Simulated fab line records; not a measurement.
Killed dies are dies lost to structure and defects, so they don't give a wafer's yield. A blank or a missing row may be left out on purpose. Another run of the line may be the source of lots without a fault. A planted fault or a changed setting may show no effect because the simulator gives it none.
fab line records -- flow nandHarc
record: lots: 13, wafers: 39, lastDay: 33
route steps=1302 shown A_STAIRCASE@655 A_M1@1200 A_BONDPAD@1203 HYBRID_BOND@1242 END@1302
lots that met no fault: taken from a fault-free run of the same line
startH: hours from the record's first day to the start of the lot's first wafer shown -- waitH: how many hours have passed since the lot's step before this one -- " repeats the value in the row above -- L1.1+2: a single row standing in for several wafers -- - no value, or no start was given -- * or withheld: withheld -- < > ~ a bound
route shown NAME@n: a module of which the file shows steps, and the number in the route of the first -- usual: mean and standard deviation over wafers with no fault -- same: alike in all rows -- chamber/n: place in a boat -- sites: per-site readings -- _std_site: the standard deviation of these -- _edge_site: inner sites' mean taken away from outer sites' mean -- radiusMm: for every site, how far away it sits from the centre of the wafer -- mask NAME#n: copy n -- behind: the most recent tool/chamber to have shaped the wafer -- hold: why the lot went on hold/how many hours it stayed there/how the hold came to an end -- device: whichever transistor did not switch (one of n, p or np) -- end of line: the same wafers' tests at the end of the route -- a step without rows: its recipe alone -- killed: dies that structure and defects cost at the first sort, which is not the same as the wafer's yield -- map: a wafer's dies, x killed, . not, _ none there
set.NAME: setting as actually run; set.NAME@STEP: the setting as run at that earlier step -- model.NAME: the simulator's own value behind a step, which no gauge read
the route's steps for a sample of lots (tables are steps, rows are wafers)
services: the hour from which a tool's chamber was out of use, counted from the record's first day as startH (under 0 if before that day), plus the number of hours and why
== steps ==
step: NHARC_A_STAIRCASE_PRECLEAN_173
recipe: timeS: *, tempC: 50, bathAgeMin: 0, chemistry: SC1
lot.wafer,tool,chamber,startH,waitH
L249.5+2+3,wetBench-04,"1,2,4",357.43,-
L248.5+1+2,wetBench-02,"5,7,0",357.78,-
L250.3+6+5,wetBench-04,"3,4,5",376.37,-
L253.4+1+6,wetBench-03,"3,4,6",409.46,-
L252.3+5+2,wetBench-02,"7,1,2",409.73,-
L256.6+3+1,wetBench-02,"6,0,3",429.22,-
L255.1+3+2,wetBench-04,"2,3,4",429.51,-
L257.5+4+3,wetBench-02,"0,4,5",447.80,-
L259.6+1+3,wetBench-02,"6,0,1",459.87,-
L260.5+2+1,wetBench-04,"6,0,1",460.06,-
L264.1+5+4,wetBench-04,"7,0,3",504.61,-
L269.5+2+1,wetBench-02,"2,4,5",565.71,-
L270.3+5+6,wetBench-03,"0,1,2",573.71,-
step: NHARC_A_M1_PRE_CLEAN_32
recipe: timeS: 12, tempC: 370, rfPowerW: 300, gas: NH3
usual: heaterPowerW: 663/76, rfFwdPowerW: 292.6/0.85
lot.wafer,tool,chamber,startH,waitH,heaterPowerW,rfFwdPowerW
L248.2,pecvd-02,2,545.36,0.1,599,291.8
L248.1,pecvd-02,0,545.36,0.1,648,292.4
L248.5,pecvd-02,0,545.36,0.1,633,291.8
L249.2,pecvd-02,0,546.17,0.1,570,292.9
L249.3,pecvd-02,1,546.17,0.1,650,293.6
L249.5,pecvd-02,0,546.17,0.1,585,290.1
L250.3,pecvd-02,0,548.22,0.1,631,292.1
L250.5,pecvd-02,1,548.22,0.1,731,293.4
L250.6,pecvd-02,0,548.22,0.1,629,292.7
L252.2,pecvd-04,1,591.86,0.1,569,292.8
L252.3,pecvd-04,2,591.86,0.1,759,293.8
L252.5,pecvd-04,2,591.86,0.1,783,292.5
L253.1,pecvd-01,0,599.55,0.1,665,291.2
L253.4,pecvd-01,1,599.55,0.1,582,293.8
L253.6,pecvd-01,0,599.55,0.1,658,291.9
L255.3,pecvd-01,0,603.80,0.1,617,292.2
L255.2,pecvd-01,1,603.80,0.1,667,292.6
L255.1,pecvd-01,2,603.80,0.1,669,292.7
L256.3,pecvd-02,2,607.58,0.1,585,292.2
L256.1,pecvd-02,0,607.58,0.1,629,294.0
L256.6,pecvd-02,0,607.58,0.1,637,293.4
L260.1,pecvd-04,0,627.34,0.1,748,292.1
L260.2,pecvd-04,1,627.34,0.1,529,292.1
L260.5,pecvd-04,2,627.34,0.1,792,293.0
L257.3,pecvd-02,2,630.93,0.1,654,291.9
L257.4,pecvd-02,2,630.93,0.1,670,292.5
L257.5,pecvd-02,1,630.93,0.1,799,291.5
L259.1,pecvd-02,0,637.68,0.1,633,293.0
L259.3,pecvd-02,1,637.68,0.1,717,292.2
L259.6,pecvd-02,2,637.68,0.1,648,292.9
L264.1,pecvd-02,0,684.64,0.1,684,292.3
L264.5,pecvd-02,0,684.64,0.1,681,291.8
L264.4,pecvd-02,2,684.64,0.1,612,293.3
L269.1,pecvd-01,2,735.17,0.4,729,293.9
L269.2,pecvd-01,1,735.17,0.4,579,292.1
L269.5,pecvd-01,1,735.17,0.4,588,292.2
L270.3,pecvd-04,1,753.82,0.1,539,291.9
L270.6,pecvd-04,1,753.82,0.1,541,291.4
L270.5,pecvd-04,0,753.82,0.1,670,292.6
step: NHARC_A_BONDPAD_CMP_29
recipe: targetThkNm: 200, material: SiCN
usual: motorCurrentA: 12.4/1.1
lot.wafer,tool,chamber,startH,waitH,motorCurrentA
L248.2,cmp-02,0,546.52,0.5,12.5
L248.1,cmp-02,2,546.52,0.5,12.5
L248.5,cmp-02,0,546.52,0.5,12.5
L249.3,cmp-01,0,547.19,-,11.8
L249.2,cmp-01,2,547.19,-,12.6
L249.5,cmp-01,1,547.19,-,12.5
L250.3,cmp-02,2,549.29,-,12.5
L250.6,cmp-02,0,549.29,-,13.1
L250.5,cmp-02,1,549.29,-,12.8
L252.3,cmp-04,1,592.92,-,11.9
L252.2,cmp-04,2,592.92,-,14.3
L252.5,cmp-04,0,592.92,-,10.7
L253.1,cmp-01,2,600.59,-,12.9
L253.4,cmp-01,0,600.59,-,11.3
L253.6,cmp-01,2,600.59,-,12.8
L255.3,cmp-01,3,604.84,-,13.5
L255.1,cmp-01,0,604.84,-,11.7
L255.2,cmp-01,2,604.84,-,13.3
L256.1,cmp-02,2,608.66,-,12.7
L256.3,cmp-02,3,608.66,-,11.0
L256.6,cmp-02,0,608.66,-,12.1
L260.2,cmp-04,3,628.36,-,12.4
L260.1,cmp-04,2,628.36,-,14.6
L260.5,cmp-04,0,628.36,-,10.6
L257.3,cmp-01,0,631.97,-,11.2
L257.4,cmp-01,2,631.97,-,12.8
L257.5,cmp-01,0,631.97,-,11.2
L259.3,cmp-04,3,638.72,-,12.2
L259.1,cmp-04,1,638.72,-,12.5
L259.6,cmp-04,3,638.72,-,12.2
L264.1,cmp-04,0,685.67,-,10.8
L264.4,cmp-04,3,685.67,-,12.3
L264.5,cmp-04,1,685.67,-,11.7
L269.1,cmp-04,1,736.42,-,11.5
L269.2,cmp-04,2,736.42,-,14.7
L269.5,cmp-04,2,736.42,-,13.8
L270.3,cmp-04,2,754.91,-,13.9
L270.5,cmp-04,0,754.91,-,10.5
L270.6,cmp-04,1,754.91,-,11.7
step: NHARC_HYBRID_BOND_OVL_MEAS_05
usual: overlayXNm: 1/36, overlayYNm: 1/29
lot.wafer,tool,chamber,startH,waitH,overlayXNm,overlayYNm
L248.1,overlay-02,-,559.58,0.4,20,0
L248.2,overlay-02,-,559.58,0.4,-34,-4
L248.5,overlay-02,-,559.58,0.4,-16,-11
L249.2,overlay-01,-,559.58,0.4,1,0
L249.3,overlay-01,-,559.58,0.4,2,11
L249.5,overlay-01,-,559.58,0.4,-47,-18
L250.3,overlay-01,-,559.60,0.4,111,7
L250.5,overlay-01,-,559.60,0.4,52,-42
L250.6,overlay-01,-,559.60,0.4,2,-45
L252.2,overlay-02,-,605.89,0.4,5,23
L252.3,overlay-02,-,605.89,0.4,40,55
L252.5,overlay-02,-,605.89,0.4,94,22
L253.1,overlay-02,-,614.95,0.4,22,14
L253.4,overlay-02,-,614.95,0.4,23,3
L253.6,overlay-02,-,614.95,0.4,-54,24
L255.1,overlay-01,-,614.97,0.4,18,13
L255.2,overlay-01,-,614.97,0.4,-34,28
L255.3,overlay-01,-,614.97,0.4,12,-12
L256.1,overlay-01,-,622.76,0.4,56,-13
L256.3,overlay-01,-,622.76,0.4,13,39
L256.6,overlay-01,-,622.76,0.4,11,39
L260.1,overlay-01,-,644.09,0.4,28,47
L260.2,overlay-01,-,644.09,0.4,-41,-31
L260.5,overlay-01,-,644.09,0.4,15,-52
L257.3,overlay-02,-,644.09,0.4,71,-8
L257.4,overlay-02,-,644.09,0.4,28,18
L257.5,overlay-02,-,644.09,0.4,16,3
L259.1,overlay-01,-,651.25,0.4,1,-51
L259.3,overlay-01,-,651.25,0.4,-3,48
L259.6,overlay-01,-,651.25,0.4,31,0
L264.1,overlay-01,-,696.97,0.4,3,20
L264.4,overlay-01,-,696.97,0.4,-30,9
L264.5,overlay-01,-,696.97,0.4,15,22
L269.1,overlay-02,-,753.78,0.4,54,36
L269.2,overlay-02,-,753.78,0.4,37,-6
L269.5,overlay-02,-,753.78,0.4,34,-8
L270.3,overlay-02,-,768.58,0.4,-31,-75
L270.5,overlay-02,-,768.58,0.4,-9,-25
L270.6,overlay-02,-,768.58,0.4,-3,-1
step: NHARC_END_SORT_01
recipe: tempC: 25
usual: killedAtArray: 53/19, killedAtOther: 0.8/1.2, killedAtPeriphery: 3.7/2.3, killedDies: 57/19, killedOpen: 3.2/1.7, killedShort: 2.6/1.8
same: grossDies: 677
lot.wafer,tool,chamber,startH,waitH,killedAtArray,killedAtOther,killedAtPeriphery,killedDies,killedOpen,killedShort
L264.1,prober-01,0,716.64,2.5,112,1,3,116,3,1
L264.4,prober-01,0,719.04,3.4,148,2,3,153,2,1
L264.5,prober-01,0,719.85,3.7,153,0,4,157,3,5
killed by level:class
L264.1 A_STAIRCASE:unspecified=84 A_SLIT:chamberFilmFlake=11 A_CHANNEL_HOLE_D2:chamberFilmFlake=5 A_CONTACT:chamberFilmFlake=3 A_M0:chamberFilmFlake=2 P_CONTACT:geometricParticle:open=1 A_ONON_D1:geometricParticle:open=1 A_CHANNEL_FILL_D2:geometricParticle:open=1
L264.4 A_STAIRCASE:unspecified=89 A_SLIT:chamberFilmFlake=34 A_CHANNEL_HOLE_D2:chamberFilmFlake=13 P_STI:chamberFilmFlake=2 THIN_TSV:chamberFilmFlake=2 A_CHANNEL_HOLE_D1:chamberFilmFlake=2 A_STAIRCASE:chamberFilmFlake=2 A_CONTACT:chamberFilmFlake=2
L264.5 A_STAIRCASE:unspecified=93 A_SLIT:chamberFilmFlake=32 A_CHANNEL_HOLE_D2:chamberFilmFlake=11 A_SGD_CUT:geometricParticle:short=2 A_CHANNEL_HOLE_D1:chamberFilmFlake=2 A_DECK1_JOINT:chamberFilmFlake=2 A_CHANNEL_FILL_D2:chamberFilmFlake=2 A_STAIRCASE:chamberFilmFlake=2
== services ==
tool,chamber,startH,hours,kind
cmp-04,-,344.96,2.4,repair
pecvd-02,-,360.07,1.2,repair
cmp-01,-,381.68,4.0,pm
cmp-04,-,388.15,2.9,repair
cmp-01,-,389.54,3.4,repair
cmp-04,-,402.52,1.7,repair
wetBench-04,-,403.20,8.0,pm
cmp-04,-,405.04,4.0,pm
pecvd-02,-,408.17,13.0,pm
cmp-01,-,409.60,2.0,repair
wetBench-02,-,420.00,8.0,pm
cmp-01,-,479.68,4.0,pm
cmp-04,-,503.04,4.0,pm
cmp-04,-,516.18,3.5,repair
wetBench-04,-,579.20,8.0,pm
pecvd-02,-,589.18,13.0,pm
wetBench-02,-,596.00,8.0,pm
cmp-04,-,601.04,4.0,pm
cmp-04,-,608.76,1.6,repair
wetBench-04,-,640.71,3.5,repair
cmp-04,-,699.04,4.0,pm
cmp-04,-,720.21,1.2,repair
pecvd-02,-,732.99,0.5,repair
cmp-04,-,739.36,5.9,repair
== key ==
firstSign: step: NHARC_END_SORT_01, reading: killedDies, direction: up, sigmas: 4.4, usual: 57, struck: 142
effect: step: NHARC_END_SORT_01, reading: killedAtArray, direction: up, sigmas: 4.4, usual: 53, struck: 138
moreKillsBornAt: NHARC_A_STAIRCASE_PRECLEAN_173@wetBench-04: 266
metAt NHARC_A_STAIRCASE_PRECLEAN_173
struckLots L264
testerLeftOut L264
notActingAt NHARC_A_M1_PRE_CLEAN_32,NHARC_A_BONDPAD_CMP_29,NHARC_HYBRID_BOND_OVL_MEAS_05
onsetBetween 460.06 504.61
fault: kind: chamberParticleSource, tool: wetBench-04, chamber: -, onsetH: 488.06, steps: NHARC_A_STAIRCASE_PRECLEAN_173, ratePerVisitCm2: 1.2532, endH: 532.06
testerLeftOut: of these lots the tester's yield and bins aren't shown, on N5 and GAA mostly nor the transistor test; their killed dies are dies lost to structure and defects alone, not to doping, threshold or leakage, so they don't give the yield
